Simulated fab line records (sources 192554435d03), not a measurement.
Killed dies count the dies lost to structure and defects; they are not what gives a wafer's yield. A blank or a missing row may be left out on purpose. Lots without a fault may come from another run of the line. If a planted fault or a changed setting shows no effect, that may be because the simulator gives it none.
Chamber matching :: flow n5_finfet :: uv_cure-03 running N5_BEOL_M10_CURE_72: 3 sister chambers
The step cures SiCOH lowk, time 120 s. 3 wafers are shown with their chamber, then 12 later ones without.

WAFERS, EACH WITH ITS CHAMBER
wafer: L079.5
chamber: 1
wafer_temp_C_max: 372.0

wafer: L081.4
chamber: 0
wafer_temp_C_max: 371.4

wafer: L082.4
chamber: 2
wafer_temp_C_max: 371.9

WAFERS WHOSE CHAMBER IS MISSING
wafer: L087.2
wafer_temp_C_max: 372.5

wafer: L087.5
wafer_temp_C_max: 372.6

wafer: L087.6
wafer_temp_C_max: 371.8

wafer: L091.1
wafer_temp_C_max: 372.4

wafer: L091.3
wafer_temp_C_max: 371.7

wafer: L091.5
wafer_temp_C_max: 372.4

wafer: L092.1
wafer_temp_C_max: 370.8

wafer: L092.2
wafer_temp_C_max: 370.7

wafer: L092.6
wafer_temp_C_max: 370.7

wafer: L097.2
wafer_temp_C_max: 371.6

wafer: L097.3
wafer_temp_C_max: 372.1

wafer: L097.6
wafer_temp_C_max: 371.8

THE CHAMBER EACH PASSED THROUGH
wafer: L087.2
from the rows above: can't be placed: 1 or 2 or 0
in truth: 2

wafer: L087.5
from the rows above: can't be placed: 1 or 2 or 0
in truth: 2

wafer: L087.6
from the rows above: can't be placed: 2 or 1 or 0
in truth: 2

wafer: L091.1
from the rows above: can't be placed: 1 or 2 or 0
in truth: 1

wafer: L091.3
from the rows above: can't be placed: 2 or 0 or 1
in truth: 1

wafer: L091.5
from the rows above: can't be placed: 1 or 2 or 0
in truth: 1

wafer: L092.1
from the rows above: can't be placed: 0 or 2 or 1
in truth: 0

wafer: L092.2
from the rows above: can't be placed: 0 or 2 or 1
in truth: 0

wafer: L092.6
from the rows above: can't be placed: 0 or 2 or 1
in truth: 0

wafer: L097.2
from the rows above: can't be placed: 0 or 2 or 1
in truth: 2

wafer: L097.3
from the rows above: can't be placed: 1 or 2 or 0
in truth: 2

wafer: L097.6
from the rows above: can't be placed: 2 or 1 or 0
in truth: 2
Correctly placed: 0 of 12. These rows do not allow placing 12 (true chamber among the candidates in 12). 0 placed wrongly.
How it was worked out, from the rows above alone: a wafer's distance from a chamber is the root of the sum, over the readings, of the square of ((its reading less the chamber's mean) divided by the reading's scatter). If the next closest chamber is less than 2 further off than the closest, the wafer can't be placed; otherwise it belongs to the closest. The mean given for a chamber averages the wafers shown for that chamber. The scatter: with one shown wafer a chamber, the root of the mean of the squares of how far each hidden wafer lies from its nearest shown one.
